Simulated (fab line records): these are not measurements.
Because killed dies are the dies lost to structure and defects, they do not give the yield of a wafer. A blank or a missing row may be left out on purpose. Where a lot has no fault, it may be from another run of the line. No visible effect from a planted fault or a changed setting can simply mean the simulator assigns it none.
Matching of chambers | flow nandHarc | cmp-04 running NHARC_P_BONDPAD_CMP_32: 4 sister chambers
The step polishes SiCN, target thk 200 nm. 8 wafers are shown with their chamber, then 12 later ones without.

WAFERS, EACH WITH ITS CHAMBER
wafer  | chamber | motorCurrentA (A) | slurryFlowMlMin
L083.5 | 1       | 12.1              | 149.9
L087.1 | 0       | 10.8              | 149.7
L086.1 | 3       | 10.2              | 150.0
L086.2 | 1       | 11.9              | 149.7
L086.6 | 3       | 9.4               | 149.8
L089.1 | 2       | 11.3              | 150.6
L089.4 | 0       | 11.5              | 150.7
L089.5 | 2       | 12.3              | 150.7

WAFERS WITH NO CHAMBER GIVEN
wafer  | motorCurrentA (A) | slurryFlowMlMin
L092.3 | 9.7               | 149.2
L092.5 | 10.6              | 150.2
L092.6 | 11.4              | 149.5
L091.2 | 11.3              | 150.4
L091.3 | 10.2              | 150.8
L091.5 | 10.1              | 149.8
L093.2 | 10.1              | 150.3
L093.4 | 11.8              | 149.5
L093.5 | 11.5              | 150.4
L094.2 | 11.5              | 150.4
L094.3 | 10.8              | 149.7
L094.5 | 10.9              | 150.3

WHICH CHAMBER EACH ONE RAN IN
wafer  | from the rows above               | in truth
L092.3 | can't be placed: 3 or 0           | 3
L092.5 | can't be placed: 0 or 3 or 2 or 1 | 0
L092.6 | can't be placed: 1 or 0 or 2 or 3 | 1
L091.2 | can't be placed: 0 or 2 or 1      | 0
L091.3 | can't be placed: 0 or 3 or 2 or 1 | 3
L091.5 | can't be placed: 3 or 0           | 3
L093.2 | can't be placed: 3 or 0           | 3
L093.4 | can't be placed: 1 or 0           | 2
L093.5 | can't be placed: 0 or 2 or 1      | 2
L094.2 | can't be placed: 0 or 2 or 1      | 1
L094.3 | can't be placed: 0 or 3 or 1 or 2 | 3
L094.5 | can't be placed: 0 or 2 or 3 or 1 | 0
Correct placement for 0 of the 12. Unplaceable from these rows: 12, with the true chamber sitting among the candidates in 11. 0 placed wrongly.
How it was worked out, from the rows above alone: a wafer's distance from a chamber is the root of the sum, over the readings, of the square of ((its reading less the chamber's mean) divided by the reading's scatter). If the next closest chamber is less than 2 further off than the closest, the wafer can't be placed; otherwise it belongs to the closest. For every chamber, the mean is computed from those of its wafers that are shown. The scatter: take each reading less its chamber's mean, square it, sum over the shown wafers, divide by the number of wafers less the number of chambers, and take the root.
